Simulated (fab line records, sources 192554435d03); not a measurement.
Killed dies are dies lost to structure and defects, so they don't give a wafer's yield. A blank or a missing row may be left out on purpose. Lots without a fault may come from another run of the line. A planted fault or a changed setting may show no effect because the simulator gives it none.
Split-lot experiment | flow n5_finfet | 7 lots, 21 wafers read, on a route of 1938 steps

THE SPLIT
At N5_BEOL_M14_ILD_DEP_00 (deposits SiO2 from TEOS/O2, target thk 1119.3 nm, time 237.4 s), the setting temp_c was moved away from the recipe's 400 C on 5 of the 21 wafers read, by -1.9% to +0.9%. The other wafers ran this setting at the recipe's value.

The file shows no step between the split and the reading.

THE READING
M14_ILD_THK, in nm, at N5_BEOL_M14_THK_MEAS_01. Fault-free wafers of this fab line usually give 1124 nm, standard deviation 15 nm.

wafer  | tool, chamber at the split | temp_c as run, C | against the recipe | M14_ILD_THK, nm | against lot-mates on the recipe
L074.1 | pecvd-03, 0                | 400              | recipe             | 1129            | -
L074.2 | pecvd-03, 2                | 400              | recipe             | 1120            | -
L074.3 | pecvd-03, 1                | 400              | recipe             | 1124            | -
L076.1 | pecvd-03, 0                | 400              | recipe             | 1121            | -
L076.5 | pecvd-03, 1                | 400              | recipe             | 1139            | -
L076.6 | pecvd-03, 0                | 394.9            | -1.3%              | 1193            | +63
L080.2 | pecvd-03, 1                | 400              | recipe             | 1116            | -
L080.4 | pecvd-03, 2                | 400              | recipe             | 1143            | -
L080.5 | pecvd-03, 1                | 400              | recipe             | 1146            | -
L090.2 | pecvd-03, 1                | 392.5            | -1.9%              | 1196            | +54
L090.3 | pecvd-03, 2                | 400              | recipe             | 1140            | -
L090.4 | pecvd-03, 2                | 400              | recipe             | 1144            | -
L089.2 | pecvd-03, 2                | 400              | recipe             | 1117            | -
L089.4 | pecvd-03, 2                | 400              | recipe             | 1131            | -
L089.6 | pecvd-03, 0                | 400              | recipe             | 1144            | -
L092.1 | pecvd-03, 2                | 400              | recipe             | 1113            | -
L092.2 | pecvd-03, 0                | 393.6            | -1.6%              | 1188            | +62
L092.6 | pecvd-03, 2                | 400              | recipe             | 1140            | -
L093.2 | pecvd-04, 0                | 400              | recipe             | 1097            | -
L093.3 | pecvd-04, 1                | 403.5            | +0.9%              | 1075            | -22
L093.6 | pecvd-04, 0                | 403.5            | +0.9%              | 1086            | -11

THE FIT
A straight line over all 21 wafers: M14_ILD_THK changes by -42.4 nm for each +1% of temp_c; r = -0.90; the points scatter about the line by 14 nm.
The same after taking each lot's own level away (the mean of its wafers on the recipe; 21 wafers): -32.7 nm for each +1%; r = -0.90; scatter 11 nm.
On that fit, the largest move of temp_c shifts the reading by 61 nm.
The lots' own levels span 1097.0 to 1142.0 nm, that is 3.0 times the standard deviation above.
So the lot-to-lot level changes the slope: the two fits differ.
Check: with one of the wafers moved furthest among these (-1.9%) left out of the fit, the line predicts +69.7 nm for it against its lot-mates. It came out at +54 nm against them.

THE WHOLE CHAIN: every reading that the file lists as answering this split, in the file's order
step                    | what it does                                                   | reading                                                                             | change (the file's fit)              | r (the file's)
N5_BEOL_M14_ILD_DEP_00  | deposits SiO2 from TEOS/O2, target thk 1119.3 nm, time 237.4 s | SiO2_of_BEOL_M14_ILD_DEP_00.thk_nm (the simulator's own value, which no gauge read) | -34.7 nm for each +1% of the setting | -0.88
N5_BEOL_M14_THK_MEAS_01 |                                                                | M14_ILD_THK                                                                         | -34.7 for each +1% of the setting    | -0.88
N5_BEOL_M14_VIA_ETCH_16 | etches SiO2 in C4F8/O2/Ar, target depth 1231.3 nm              | etch.depth_nm (the simulator's own value, which no gauge read)                      | -34.7 nm for each +1% of the setting | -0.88

THE FILE'S OWN FIT
M14_ILD_THK changes by -34.7 nm for each +1% of temp_c, r = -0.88.
